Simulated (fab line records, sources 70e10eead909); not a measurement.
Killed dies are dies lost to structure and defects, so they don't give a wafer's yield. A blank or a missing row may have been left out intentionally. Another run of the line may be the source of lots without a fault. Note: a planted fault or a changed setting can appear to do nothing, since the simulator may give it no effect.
Commonality check across tools	flow nand_harc	15 lots and 45 wafers in the sample

== REASON FOR OPENING ==
On 3 of the 15 lots, a flag is raised at NHARC_P_ZERO_WELL_CD_MEAS_11 on the reading cd_nm. Fault-free wafers read 500.4 nm, with a standard deviation of 2.1.
Rule: a lot gets a flag if all its wafers with a number sit over 4 standard deviations from that mean, or if no wafer of it has a number. As for the other lots, they are considered sound.

lot	measured	on	cd_nm (nm), wafer by wafer	flag
L933	day 1 21:14	cd_sem-02	503.3 499.9 499.2	
L934	day 2 07:15	cd_sem-02	502.9 502.7 498.4	
L936	day 3 03:13	cd_sem-02	568.1 569.8 573.1	FLAGGED
L938	day 3 23:14	cd_sem-02	560.1 557.8 558.8	FLAGGED
L940	day 4 19:15	cd_sem-03	552.7 555.9 558.8	FLAGGED
L945	day 6 21:07	cd_sem-03	504.9 505.2 503.2	
L946	day 7 07:06	cd_sem-01	501.8 498.1 500.3	
L947	day 7 17:08	cd_sem-02	500.2 496.7 500.6	
L948	day 8 03:07	cd_sem-02	502.0 500.2 501.5	
L949	day 8 13:14	cd_sem-01	500.4 496.6 498.8	
L950	day 8 23:28	cd_sem-02	499.1 503.1 501.2	
L951	day 9 09:15	cd_sem-02	500.5 500.1 502.2	
L953	day 10 05:16	cd_sem-01	500.4 501.8 498.1	
L954	day 10 15:14	cd_sem-01	503.2 499.5 501.1	
L956	day 11 11:19	cd_sem-03	500.1 498.1 498.1	
The mean of the flagged lots' numbers is 561.7 nm, +61.3 nm from the usual (+29 standard deviations).

== WHICH TOOL RAN EACH LOT ==
The record holds 1 process step before the reading, out of a route of 1302 steps. Cell contents, in order: the tool; ch with the chambers the sampled wafers went through; the start.
lot	flag	NHARC_P_ZERO_WELL_EXPOSE_08
L933		krf_scanner-01 ch 0, day 1 21:05
L934		krf_scanner-01 ch 0, day 2 07:06
L936	FLAGGED	krf_scanner-01 ch 0, day 3 03:04
L938	FLAGGED	krf_scanner-01 ch 0, day 3 23:05
L940	FLAGGED	krf_scanner-01 ch 0, day 4 19:06
L945		krf_scanner-02 ch 0, day 6 20:58
L946		krf_scanner-02 ch 0, day 7 06:57
L947		krf_scanner-02 ch 0, day 7 16:59
L948		krf_scanner-02 ch 0, day 8 02:59
L949		krf_scanner-04 ch 0, day 8 13:05
L950		krf_scanner-02 ch 0, day 8 23:19
L951		krf_scanner-04 ch 0, day 9 09:06
L953		krf_scanner-02 ch 0, day 10 05:07
L954		krf_scanner-04 ch 0, day 10 15:05
L956		krf_scanner-02 ch 0, day 11 11:11
What these steps do:
- NHARC_P_ZERO_WELL_EXPOSE_08: exposes mask P ZERO, target cd 500 nm.
- NHARC_P_ZERO_WELL_CD_MEAS_11: target cd 500 nm.

== FLAGGED OVER TOTAL, TOOL BY TOOL (the gauges that took the reading come last) ==
step	tool	lots run	flagged	share of the flagged lots	sound lots run after its first flagged lot
NHARC_P_ZERO_WELL_EXPOSE_08	krf_scanner-01	5	3	all	0
NHARC_P_ZERO_WELL_EXPOSE_08	krf_scanner-02	7	0	none	-
NHARC_P_ZERO_WELL_EXPOSE_08	krf_scanner-04	3	0	none	-
NHARC_P_ZERO_WELL_CD_MEAS_11	cd_sem-01	4	0	none	-
NHARC_P_ZERO_WELL_CD_MEAS_11	cd_sem-02	8	2	some	4 (L947,L948,L950,L951)
NHARC_P_ZERO_WELL_CD_MEAS_11	cd_sem-03	3	1	some	2 (L945,L956)

== WHAT IS ALLOWED BY THE TABLE ==
Rows of the table that ran each flagged lot: 1, that is krf_scanner-01 at NHARC_P_ZERO_WELL_EXPOSE_08.
- krf_scanner-01 at NHARC_P_ZERO_WELL_EXPOSE_08: 3 of its 5 lots flagged. Last sound lot L934 at day 2 07:06, first flagged lot L936 at day 3 03:04; a fault beginning in between fits. Its own readings (exposure_dose_mJ_cm2) fall more than 4 standard deviations out on all wafers of the flagged lots.
Left over: one tool, krf_scanner-01 at NHARC_P_ZERO_WELL_EXPOSE_08.

== WHAT WAS PUT IN BY THE SIMULATOR ==
Drift in process parameters on krf_scanner-01 at NHARC_P_ZERO_WELL_EXPOSE_08, starting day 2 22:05. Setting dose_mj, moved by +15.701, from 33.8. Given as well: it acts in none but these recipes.
Lots struck among those shown: L936, L938, L940. The same result came from the rule above.
